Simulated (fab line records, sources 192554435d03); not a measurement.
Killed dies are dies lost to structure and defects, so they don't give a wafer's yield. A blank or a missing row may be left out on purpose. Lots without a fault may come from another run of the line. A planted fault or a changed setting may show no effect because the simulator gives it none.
fab line records | flow n5_finfet
record lots=24 wafers=72 last_day=18
route steps=1938 shown GATE_CUT@504 MOL_CONTACT_COAG@527
lots that met no fault: from a run of the same line without faults
start_h: hours from the record's first day to the start of the lot's first wafer shown | wait_h: hours since the lot's step before | " the same as in the row above | L1.1+2: a row that stands for several wafers | - no value, or no start given | * or withheld: withheld | < > ~ a bound
route shown NAME@n: a module of which the file shows steps, and the number in the route of the first | usual: mean/standard deviation of fault-free wafers | same: alike in all rows | chamber/n: place in a boat | sites: the reading at each site | _std_site: their standard deviation | _edge_site: outer sites' mean less inner sites' | radius_mm: how far each site lies from the wafer's centre | mask NAME#n: copy n | behind: the tool/chamber that last shaped the wafer | hold: why the lot was held/for how many hours/how that ended | device: the transistor (n, p or np) that didn't switch | end of line: the same wafers' tests at the end of the route | a step without rows: its recipe alone | killed: dies lost to structure and defects at the first sort, not the wafer's yield | map: a wafer's dies, x killed, . not, _ none there
set.NAME: the setting as run; set.NAME@STEP: as run at that earlier step | model.NAME: the simulator's own value behind a step, which no gauge read
steps of the route over a sample of lots; a table a step, a row a wafer
services: from which hour (start_h, from the record's first day; less than 0 if before it) a tool's chamber was out of use, for how many hours, and why
## steps
# step N5_GATE_CUT_VAPOR_ETCH_48
# recipe chemistry=BCl3/Cl2 target=TiN mode=isotropic
# usual drypump_motor_current_A=5.8/0.33 oes_product_au=0.76/0.1
# columns lot.wafer tool chamber start_h wait_h drypump_motor_current_A oes_product_au
L074.3 rie_metal-03 0 88.23 0.0 6.0 0.72
L074.4 " 1 " " 5.8 0.64
L074.5 " 1 " " 5.8 0.64
L075.1 rie_metal-01 0 93.72 0.0 5.7 0.60
L075.3 " 0 " " 5.7 0.59
L075.6 " 0 " " 5.7 0.60
L076.1 rie_metal-03 0 98.88 0.0 6.0 0.72
L076.3 " 0 " " 6.0 0.71
L076.4 " 1 " " 5.8 0.64
L077.1 rie_metal-03 1 102.64 0.0 5.8 0.64
L077.3 " 1 " " 5.8 0.64
L077.6 " 0 " " 6.0 0.71
L078.1 rie_metal-02 1 115.42 0.0 5.5 0.75
L078.4 " 1 " " 5.5 0.76
L078.5 " 1 " " 5.5 0.76
L079.1 rie_metal-01 0 116.72 0.0 5.7 0.60
L079.4 " 0 " " 5.7 0.60
L079.6 " 1 " " 6.4 0.77
L080.1 rie_metal-02 1 121.69 0.1 5.5 0.75
L080.3 " 1 " " 5.5 0.75
L080.5 " 1 " " 5.5 0.75
L081.1 rie_metal-01 1 127.65 0.0 6.3 0.77
L081.2 " 0 " " 5.7 0.60
L081.5 " 0 " " 5.7 0.60
L082.1 rie_metal-03 1 138.38 0.0 5.8 0.63
L082.5 " 1 " " 5.8 0.63
L082.6 " 0 " " 6.0 0.72
L083.4 rie_metal-01 1 143.76 0.1 6.3 0.77
L083.5 " 1 " " 6.3 0.78
L083.6 " 1 " " 6.3 0.77
L084.2 rie_metal-02 0 150.99 0.0 5.4 0.89
L084.4 " 1 " " 5.5 0.75
L084.5 " 1 " " 5.5 0.75
L085.2 rie_metal-03 1 158.52 0.0 5.8 0.63
L085.4 " 1 " " 5.8 0.62
L085.6 " 1 " " 5.8 0.63
L086.1 rie_metal-03 1 160.08 0.0 5.8 0.63
L086.2 " 0 " " 6.0 0.71
L086.3 " 0 " " 6.0 0.71
L087.1 rie_metal-02 0 167.24 0.0 5.4 0.89
L087.2 " 1 " " 5.5 0.75
L087.6 " 1 " " 5.5 0.74
L088.1 rie_metal-01 0 168.40 0.0 5.7 1.00
L088.4 " 1 " " 6.3 0.75
L088.6 " 0 " " 5.7 0.99
L089.2 rie_metal-02 1 173.57 0.0 5.5 0.74
L089.3 " 1 " " 5.5 0.75
L089.5 " 1 " " 5.5 0.74
L090.3 rie_metal-01 0 180.67 0.0 5.7 0.98
L090.4 " 1 " " 6.3 0.75
L090.5 " 1 " " 6.4 0.75
L091.2 rie_metal-01 1 187.43 0.0 6.3 0.75
L091.4 " 1 " " 6.3 0.76
L091.6 " 1 " " 6.4 0.75
L092.2 rie_metal-02 1 193.30 0.0 5.5 0.73
L092.3 " 0 " " 5.4 0.88
L092.5 " 1 " " 5.5 0.74
L093.1 rie_metal-02 0 203.27 0.0 5.4 0.88
L093.4 " 0 " " 5.4 0.88
L093.6 " 0 " " 5.4 0.88
L094.1 rie_metal-02 1 205.51 0.0 5.5 0.73
L094.3 " 1 " " 5.5 0.73
L094.4 " 0 " " 5.4 0.87
L095.2 rie_metal-03 1 216.70 0.0 5.8 0.62
L095.3 " 1 " " 5.8 0.63
L095.4 " 0 " " 6.0 0.69
L096.3 rie_metal-02 0 218.71 0.0 5.4 0.87
L096.4 " 1 " " 5.5 0.73
L096.5 " 1 " " 5.5 0.73
L097.2 rie_metal-01 1 228.87 0.0 6.3 0.74
L097.3 " 0 " " 5.7 0.93
L097.4 " 1 " " 6.3 0.75
# step N5_GATE_CUT_CMP_61
# recipe stop_on=SiNx t_overpolish_s=3 post_cmp_clean=alkaline_brush down_force_psi=4 platen_rpm=27.09 pad_velocity_m_s=0.539
# usual motor_current_A=11.6/1.3 slurry_flow_ml_min=150.0/0.44
# columns lot.wafer tool chamber start_h wait_h motor_current_A slurry_flow_ml_min
L074.4 cmp-03 0 90.78 0.4 12.0 149.9
L074.3 " 1 " " 12.3 150.4
L074.5 " 1 " " 12.9 149.6
L075.3 cmp-01 0 97.39 0.3 12.4 149.8
L075.1 " 1 " " 10.3 149.5
L075.6 " 2 " " 10.2 150.0
L076.1 cmp-03 1 104.00 0.4 11.9 149.9
L076.4 " 2 " " 12.0 150.6
L076.3 " 0 " " 11.8 150.5
L077.1 cmp-01 2 105.20 0.4 10.4 150.0
L077.3 " 0 " " 13.1 149.3
L077.6 " 2 " " 10.3 150.4
L078.1 cmp-01 3 117.98 0.4 11.2 150.0
L078.4 " 0 " " 13.1 150.9
L078.5 " 3 " " 10.6 149.9
L079.4 cmp-01 0 119.47 0.3 12.7 150.2
L079.1 " 2 " " 10.2 149.6
L079.6 " 0 " " 12.4 150.0
L080.3 cmp-01 3 124.37 0.3 11.7 150.6
L080.1 " 0 " " 12.4 150.3
L080.5 " 2 " " 10.1 149.2
L081.1 cmp-01 3 130.24 0.3 10.9 150.3
L081.2 " 0 " " 12.8 150.7
L081.5 " 3 " " 11.2 149.4
L082.1 cmp-01 3 140.97 0.3 11.7 150.0
L082.5 " 2 " " 9.8 149.8
L082.6 " 3 " " 11.5 150.0
L083.4 cmp-03 0 146.37 0.4 12.1 149.6
L083.5 " 0 " " 12.2 149.4
L083.6 " 1 " " 12.8 150.4
L084.4 cmp-02 3 153.55 0.4 13.1 149.8
L084.2 " 1 " " 11.0 149.8
L084.5 " 0 " " 9.5 150.2
L085.2 cmp-01 1 161.07 0.4 10.5 149.7
L085.4 " 2 " " 10.2 150.4
L085.6 " 2 " " 10.0 150.3
L086.3 cmp-02 3 162.64 0.4 12.8 149.9
L086.2 " 0 " " 8.8 149.7
L086.1 " 2 " " 14.0 150.5
L087.1 cmp-03 2 169.90 0.3 11.6 150.3
L087.2 " 3 " " 12.7 150.6
L087.6 " 1 " " 12.1 149.5
L088.4 cmp-02 0 170.96 0.4 9.2 150.3
L088.1 " 2 " " 15.3 149.4
L088.6 " 0 " " 9.2 149.6
L089.2 cmp-01 2 176.19 0.3 10.1 150.7
L089.3 " 3 " " 11.4 149.4
L089.5 " 0 " " 12.8 150.5
L090.3 cmp-03 3 183.32 0.3 13.4 149.4
L090.4 " 0 " " 12.1 149.6
L090.5 " 1 " " 12.1 149.5
L091.2 cmp-02 2 190.14 0.3 14.5 150.4
L091.4 " 3 " " 13.2 150.3
L091.6 " 0 " " 9.7 150.4
L092.3 cmp-03 2 195.95 0.3 11.0 150.9
L092.2 " 3 " " 13.1 149.9
L092.5 " 1 " " 11.9 150.3
L093.1 cmp-03 1 205.83 0.4 12.6 150.6
L093.4 " 0 " " 12.4 149.6
L093.6 " 1 " " 12.4 149.2
L094.3 cmp-02 3 208.07 0.4 13.8 150.1
L094.4 " 0 " " 9.5 149.2
L094.1 " 2 " " 14.8 150.1
L095.2 cmp-03 2 219.29 0.4 11.9 150.1
L095.4 " 0 " " 12.0 151.1
L095.3 " 1 " " 12.2 150.7
L096.4 cmp-01 2 221.26 0.4 10.1 149.5
L096.3 " 0 " " 12.5 150.2
L096.5 " 2 " " 10.0 149.8
L097.4 cmp-03 3 231.43 0.4 13.2 149.4
L097.2 " 0 " " 12.0 149.8
L097.3 " 2 " " 11.4 150.7
# step N5_MOL_CONTACT_COAG_OVL_MEAS_09
# recipe points_per_wafer=522
# usual CA_OVL=-0.1/0.75
# columns lot.wafer tool chamber start_h wait_h CA_OVL[nm]
L074.3 overlay-02 0 91.35 0.0 0.3
L074.4 " 0 " " 0.4
L074.5 " 0 " " -0.2
L075.1 overlay-01 0 98.01 0.0 -1.0
L075.3 " 0 " " -0.1
L075.6 " 0 " " -1.0
L076.1 overlay-02 0 104.69 0.0 -0.1
L076.3 " 0 " " 1.1
L076.4 " 0 " " -0.1
L077.1 overlay-02 0 105.88 0.0 -1.0
L077.3 " 0 " " -1.0
L077.6 " 0 " " -0.9
L078.1 overlay-02 0 118.54 0.0 -0.5
L078.4 " 0 " " -0.8
L078.5 " 0 " " -0.9
L079.1 overlay-02 0 120.13 0.0 -0.7
L079.4 " 0 " " 0.5
L079.6 " 0 " " -0.3
L080.1 overlay-01 0 125.03 0.0 -0.7
L080.3 " 0 " " -0.7
L080.5 " 0 " " 0.0
L081.1 overlay-02 0 130.94 0.0 -0.3
L081.2 " 0 " " -0.5
L081.5 " 0 " " -0.1
L082.1 overlay-02 0 141.51 0.0 0.2
L082.5 " 0 " " 1.9
L082.6 " 0 " " 0.5
L083.4 overlay-01 0 146.95 0.0 0.6
L083.5 " 0 " " 0.5
L083.6 " 0 " " 1.1
L084.2 overlay-02 0 154.11 0.0 -0.6
L084.4 " 0 " " -0.2
L084.5 " 0 " " 0.7
L085.2 overlay-02 0 161.76 0.0 -0.1
L085.4 " 0 " " -0.4
L085.6 " 0 " " 0.2
L086.1 overlay-01 0 163.20 0.0 -1.8
L086.2 " 0 " " -0.3
L086.3 " 0 " " -0.5
L087.1 overlay-02 0 170.44 0.0 -0.6
L087.2 " 0 " " 0.1
L087.6 " 0 " " -0.1
L088.1 overlay-01 0 171.52 0.0 -1.0
L088.4 " 0 " " -1.3
L088.6 " 0 " " -1.4
L089.2 overlay-02 0 176.82 0.0 1.2
L089.3 " 0 " " 0.7
L089.5 " 0 " " 0.4
L090.3 overlay-02 0 183.84 0.0 -0.5
L090.4 " 0 " " 0.1
L090.5 " 0 " " -0.6
L091.2 overlay-01 0 190.77 0.0 -1.1
L091.4 " 0 " " -0.6
L091.6 " 0 " " -0.2
L092.2 overlay-02 0 196.45 0.0 0.8
L092.3 " 0 " " 0.2
L092.5 " 0 " " 0.2
L093.1 overlay-01 0 206.51 0.0 -0.6
L093.4 " 0 " " -0.9
L093.6 " 0 " " -0.8
L094.1 overlay-01 0 208.75 0.0 -0.4
L094.3 " 0 " " 0.0
L094.4 " 0 " " -0.5
L095.2 overlay-02 0 219.98 0.0 1.0
L095.3 " 0 " " 0.7
L095.4 " 0 " " -0.3
L096.3 overlay-01 0 221.83 0.0 0.2
L096.4 " 0 " " 0.4
L096.5 " 0 " " 0.5
L097.2 overlay-01 0 232.12 0.0 -0.4
L097.3 " 0 " " 0.2
L097.4 " 0 " " -1.5
# step N5_MOL_CONTACT_COAG_TI_SIL_19
# recipe material=Ti target_thk_a=42 temp_c=200 chamber_pressure_pa=5 power_w=5000 time_s=15
# usual substrate_temp_c=200.02/0.17 throttle_valve_pct=29.9/0.75
# same time_s=15
# columns lot.wafer tool chamber start_h wait_h substrate_temp_c throttle_valve_pct
L074.3 pvd_sputter-03 - 92.42 0.1 200.03 29.9
L074.4 " - " " 200.26 29.6
L074.5 " - " " 200.12 30.1
L075.1 pvd_sputter-02 - 99.58 0.2 200.16 29.0
L075.3 " - " " 199.81 28.5
L075.6 " - " " 200.32 28.7
L076.1 pvd_sputter-03 - 107.67 1.9 200.26 30.7
L076.3 " - " " 199.89 30.1
L076.4 " - " " 199.77 29.6
L077.1 pvd_sputter-03 - 107.77 0.4 200.11 29.8
L077.3 " - " " 200.47 30.6
L077.6 " - " " 200.28 30.1
L078.1 pvd_sputter-01 - 119.76 0.2 200.13 30.5
L078.4 " - " " 200.09 30.2
L078.5 " - " " 200.08 30.5
L079.1 pvd_sputter-03 - 122.52 1.5 200.34 30.8
L079.4 " - " " 199.94 30.5
L079.6 " - " " 200.31 30.0
L080.1 pvd_sputter-03 - 126.91 0.9 200.09 31.0
L080.3 " - " " 200.09 29.6
L080.5 " - " " 199.85 30.7
L081.1 pvd_sputter-03 - 132.32 0.2 200.15 30.3
L081.2 " - " " 199.84 30.9
L081.5 " - " " 199.92 30.8
L082.1 pvd_sputter-03 - 143.85 0.2 199.79 29.8
L082.5 " - " " 199.92 30.7
L082.6 " - " " 200.23 29.8
L083.4 pvd_sputter-02 - 147.94 0.1 200.20 28.9
L083.5 " - " " 200.09 29.7
L083.6 " - " " 200.27 29.1
L084.2 pvd_sputter-03 - 155.24 0.1 199.76 30.4
L084.4 " - " " 199.92 30.2
L084.5 " - " " 200.14 30.1
L085.2 pvd_sputter-02 - 164.07 0.2 200.05 29.6
L085.4 " - " " 199.96 28.6
L085.6 " - " " 199.83 29.0
L086.1 pvd_sputter-01 - 164.19 0.2 200.00 31.8
L086.2 " - " " 200.10 29.1
L086.3 " - " " 199.93 30.7
L087.1 pvd_sputter-03 - 172.34 0.5 199.98 29.9
L087.2 " - " " 199.92 29.9
L087.6 " - " " 199.97 30.2
L088.1 pvd_sputter-03 - 172.54 0.3 200.24 30.8
L088.4 " - " " 200.15 29.9
L088.6 " - " " 199.87 30.4
L089.2 pvd_sputter-01 - 177.84 0.2 200.10 30.7
L089.3 " - " " 199.91 30.1
L089.5 " - " " 199.99 30.5
L090.3 pvd_sputter-03 - 185.33 0.5 200.06 29.8
L090.4 " - " " 199.54 29.8
L090.5 " - " " 200.34 29.8
L091.2 pvd_sputter-02 - 193.29 1.1 200.12 28.9
L091.4 " - " " 200.22 30.0
L091.6 " - " " 199.97 29.6
L092.2 pvd_sputter-03 - 197.88 0.3 200.07 30.5
L092.3 " - " " 199.85 29.9
L092.5 " - " " 200.05 30.9
L093.1 pvd_sputter-02 - 208.21 0.4 199.72 29.9
L093.4 " - " " 199.82 28.7
L093.6 " - " " 199.79 28.8
L094.1 pvd_sputter-03 - 210.02 0.4 200.06 30.6
L094.3 " - " " 200.00 29.9
L094.4 " - " " 199.74 30.6
L095.2 pvd_sputter-02 - 221.14 0.2 199.95 29.0
L095.3 " - " " 200.20 28.8
L095.4 " - " " 200.10 29.7
L096.3 pvd_sputter-02 - 223.18 0.2 199.99 29.0
L096.4 " - " " 199.96 29.7
L096.5 " - " " 199.98 28.7
L097.2 pvd_sputter-01 - 233.37 0.4 200.11 30.1
L097.3 " - " " 200.23 31.6
L097.4 " - " " 199.97 30.6
# step N5_MOL_CONTACT_COAG_SPUTTER_143
# recipe material=Co target_thk_a=25 temp_c=25 chamber_pressure_pa=0.2
# usual substrate_temp_c=25.00/0.12 throttle_valve_pct=29.8/0.75
# columns lot.wafer tool chamber start_h wait_h substrate_temp_c throttle_valve_pct
L074.3 pvd_sputter-02 - 93.66 0.0 25.02 29.3
L074.4 " - " " 24.86 28.7
L074.5 " - " " 24.96 28.9
L075.1 pvd_sputter-02 - 100.82 0.0 24.91 29.0
L075.3 " - " " 25.10 28.6
L075.6 " - " " 25.19 28.9
L076.1 pvd_sputter-03 - 108.55 0.0 25.13 30.8
L076.3 " - " " 24.95 29.9
L076.4 " - " " 25.09 29.8
L077.1 pvd_sputter-03 - 109.40 0.0 25.13 30.7
L077.3 " - " " 24.82 30.0
L077.6 " - " " 25.00 30.3
L078.1 pvd_sputter-03 - 122.68 0.0 24.93 30.4
L078.4 " - " " 25.06 29.6
L078.5 " - " " 25.14 30.0
L079.1 pvd_sputter-02 - 123.31 0.0 24.95 28.8
L079.4 " - " " 24.96 29.0
L079.6 " - " " 24.95 29.9
L080.1 pvd_sputter-01 - 128.15 0.0 25.09 30.6
L080.3 " - " " 25.03 31.6
L080.5 " - " " 24.87 29.9
L081.1 pvd_sputter-03 - 135.08 0.0 25.03 30.4
L081.2 " - " " 25.16 30.6
L081.5 " - " " 25.22 29.7
L082.1 pvd_sputter-03 - 145.19 0.0 24.95 30.8
L082.5 " - " " 25.14 30.3
L082.6 " - " " 24.98 29.7
L083.4 pvd_sputter-03 - 150.92 0.0 25.07 30.1
L083.5 " - " " 25.00 30.6
L083.6 " - " " 24.98 29.7
L084.2 pvd_sputter-01 - 157.56 0.0 24.85 31.6
L084.4 " - " " 24.93 31.8
L084.5 " - " " 25.17 28.9
L085.2 pvd_sputter-03 - 168.74 0.0 25.01 30.1
L085.4 " - " " 24.94 30.4
L085.6 " - " " 24.76 30.1
L086.1 pvd_sputter-03 - 168.90 0.0 25.00 29.6
L086.2 " - " " 24.94 29.9
L086.3 " - " " 24.86 30.5
L087.1 pvd_sputter-03 - 173.90 0.0 24.97 30.8
L087.2 " - " " 25.03 30.0
L087.6 " - " " 24.90 30.7
L088.1 pvd_sputter-03 - 174.36 0.0 24.96 30.6
L088.4 " - " " 25.02 29.8
L088.6 " - " " 25.11 30.1
L089.2 pvd_sputter-02 - 182.36 0.0 24.91 29.0
L089.3 " - " " 24.87 29.6
L089.5 " - " " 25.07 29.9
L090.3 pvd_sputter-02 - 187.50 0.0 25.15 28.9
L090.4 " - " " 24.97 29.1
L090.5 " - " " 25.06 28.6
L091.2 pvd_sputter-02 - 194.75 0.0 24.96 28.6
L091.4 " - " " 24.93 29.6
L091.6 " - " " 25.11 28.9
L092.2 pvd_sputter-01 - 198.96 0.0 25.07 31.5
L092.3 " - " " 24.86 30.3
L092.5 " - " " 25.03 28.9
L093.1 pvd_sputter-02 - 210.21 0.0 24.80 28.8
L093.4 " - " " 25.16 28.7
L093.6 " - " " 24.81 29.0
L094.1 pvd_sputter-03 - 211.54 0.0 25.11 30.7
L094.3 " - " " 24.85 30.3
L094.4 " - " " 24.85 30.3
L095.2 pvd_sputter-03 - 223.28 0.0 24.75 29.9
L095.3 " - " " 24.98 29.8
L095.4 " - " " 25.13 30.7
L096.3 pvd_sputter-02 - 223.95 0.0 24.94 28.9
L096.4 " - " " 25.17 29.7
L096.5 " - " " 25.04 28.7
L097.2 pvd_sputter-01 - 234.87 0.0 24.82 31.4
L097.3 " - " " 24.98 30.0
L097.4 " - " " 24.95 29.2
# step N5_MOL_CONTACT_COAG_ANNEAL_113
# recipe temp_c=400 time_s=300 ambient=H2/N2
# usual lamp_power_pct=2.86/0.054 lamp_zone_2_pct=2.86/0.054 lamp_zone_3_pct=2.86/0.054 wafer_temp_C_max=402.3/0.5
# same time_s=300
# columns lot.wafer tool chamber start_h wait_h lamp_power_pct lamp_zone_2_pct lamp_zone_3_pct wafer_temp_C_max
L074.3 rtp_anneal-02 0 94.69 0.6 2.91 2.91 2.91 402.1
L074.4 " 0 " " 2.91 2.91 2.91 402.4
L074.5 " 0 " " 2.91 2.92 2.91 402.8
L075.1 rtp_anneal-01 0 101.56 0.3 2.81 2.81 2.80 402.1
L075.3 " 0 " " 2.80 2.80 2.80 402.8
L075.6 " 0 " " 2.81 2.80 2.80 401.8
L076.1 rtp_anneal-02 0 109.28 0.3 2.91 2.91 2.91 402.7
L076.3 " 0 " " 2.91 2.91 2.91 402.8
L076.4 " 0 " " 2.91 2.91 2.91 403.1
L077.1 rtp_anneal-02 0 110.18 0.4 2.91 2.91 2.92 402.3
L077.3 " 0 " " 2.91 2.92 2.92 402.4
L077.6 " 0 " " 2.92 2.91 2.91 402.3
L078.1 rtp_anneal-01 0 123.71 0.6 2.81 2.81 2.81 402.1
L078.4 " 0 " " 2.80 2.80 2.80 402.5
L078.5 " 0 " " 2.81 2.80 2.81 401.7
L079.1 rtp_anneal-02 0 124.35 0.6 2.91 2.91 2.91 403.3
L079.4 " 0 " " 2.91 2.91 2.91 402.5
L079.6 " 0 " " 2.91 2.91 2.91 402.1
L080.1 rtp_anneal-01 0 129.40 0.8 2.80 2.81 2.80 401.8
L080.3 " 0 " " 2.80 2.80 2.80 402.4
L080.5 " 0 " " 2.80 2.81 2.81 401.9
L081.1 rtp_anneal-02 0 136.11 0.6 2.91 2.91 2.91 402.4
L081.2 " 0 " " 2.91 2.91 2.91 402.6
L081.5 " 0 " " 2.91 2.91 2.91 402.6
L082.1 rtp_anneal-02 0 145.92 0.3 2.91 2.91 2.91 402.7
L082.5 " 0 " " 2.91 2.91 2.92 402.9
L082.6 " 0 " " 2.91 2.91 2.91 402.3
L083.4 rtp_anneal-01 0 152.11 0.5 2.81 2.81 2.80 402.0
L083.5 " 0 " " 2.80 2.81 2.81 402.0
L083.6 " 0 " " 2.80 2.81 2.80 402.2
L084.2 rtp_anneal-02 0 158.46 0.5 2.91 2.91 2.92 403.6
L084.4 " 0 " " 2.92 2.91 2.91 402.1
L084.5 " 0 " " 2.91 2.91 2.91 402.3
L086.1 rtp_anneal-02 0 169.64 0.3 2.91 2.91 2.90 402.1
L086.2 " 0 " " 2.91 2.91 2.91 402.6
L086.3 " 0 " " 2.91 2.91 2.92 402.9
L085.2 rtp_anneal-01 0 169.69 0.5 2.80 2.80 2.80 402.3
L085.4 " 0 " " 2.80 2.80 2.80 402.6
L085.6 " 0 " " 2.80 2.81 2.81 402.2
L087.1 rtp_anneal-02 0 174.69 0.4 2.91 2.91 2.91 402.2
L087.2 " 0 " " 2.91 2.91 2.91 401.4
L087.6 " 0 " " 2.91 2.91 2.91 403.0
L088.1 rtp_anneal-01 0 175.26 0.4 2.80 2.81 2.80 401.9
L088.4 " 0 " " 2.80 2.80 2.81 401.5
L088.6 " 0 " " 2.80 2.81 2.80 401.7
L089.2 rtp_anneal-02 0 183.24 0.5 2.92 2.91 2.91 402.5
L089.3 " 0 " " 2.91 2.91 2.91 402.3
L089.5 " 0 " " 2.91 2.91 2.91 402.5
L090.3 rtp_anneal-02 0 188.53 0.6 2.91 2.91 2.91 402.5
L090.4 " 0 " " 2.91 2.91 2.91 403.0
L090.5 " 0 " " 2.91 2.91 2.91 402.3
L091.2 rtp_anneal-01 0 195.64 0.5 2.81 2.81 2.80 402.7
L091.4 " 0 " " 2.81 2.81 2.80 402.3
L091.6 " 0 " " 2.80 2.80 2.80 402.2
L092.2 rtp_anneal-01 0 199.86 0.5 2.80 2.80 2.80 402.2
L092.3 " 0 " " 2.80 2.80 2.80 402.6
L092.5 " 0 " " 2.80 2.81 2.80 403.0
L093.1 rtp_anneal-01 0 210.94 0.3 2.81 2.80 2.80 404.2
L093.4 " 0 " " 2.81 2.80 2.81 402.1
L093.6 " 0 " " 2.81 2.80 2.81 402.3
L094.1 rtp_anneal-01 0 212.38 0.4 2.81 2.80 2.80 401.8
L094.3 " 0 " " 2.80 2.81 2.80 402.5
L094.4 " 0 " " 2.80 2.80 2.80 401.8
L095.2 rtp_anneal-01 0 224.17 0.5 2.80 2.81 2.80 402.5
L095.3 " 0 " " 2.80 2.80 2.80 401.7
L095.4 " 0 " " 2.80 2.80 2.80 401.7
L096.3 rtp_anneal-02 0 225.16 0.8 2.91 2.91 2.91 402.1
L096.4 " 0 " " 2.91 2.91 2.91 401.7
L096.5 " 0 " " 2.91 2.91 2.91 402.1
L097.2 rtp_anneal-01 0 235.76 0.5 2.80 2.81 2.80 401.8
L097.3 " 0 " " 2.80 2.80 2.81 401.8
L097.4 " 0 " " 2.80 2.81 2.80 402.2
## services
# columns tool chamber start_h hours kind
cmp-02 - 70.03 10.8 pm
cmp-02 - 86.24 0.6 repair
cmp-01 - 91.32 4.6 pm
pvd_sputter-02 - 104.76 2.3 repair
rie_metal-02 0 119.16 12.5 repair
cmp-01 - 120.55 1.3 repair
cmp-02 - 129.62 4.0 pm
rie_metal-01 0 130.19 - clean
rie_metal-01 0 130.19 24.5 scheduled_down
rie_metal-01 0 130.19 24.5 vent_cycle
cmp-02 - 133.62 - consumable_replace:conditioner
cmp-02 - 133.62 - consumable_replace:pad
cmp-03 - 158.87 4.2 repair
cmp-02 - 163.61 2.4 repair
cmp-02 - 184.71 0.3 repair
cmp-03 - 196.07 4.0 pm
cmp-02 - 214.46 3.9 repair
cmp-02 - 229.11 3.4 repair
rie_metal-03 1 230.89 - clean
rie_metal-03 1 230.89 21.3 scheduled_down
rie_metal-03 1 230.89 21.3 vent_cycle
cmp-02 - 233.99 3.5 repair
cmp-01 - 236.01 1.9 repair
## key
fault none
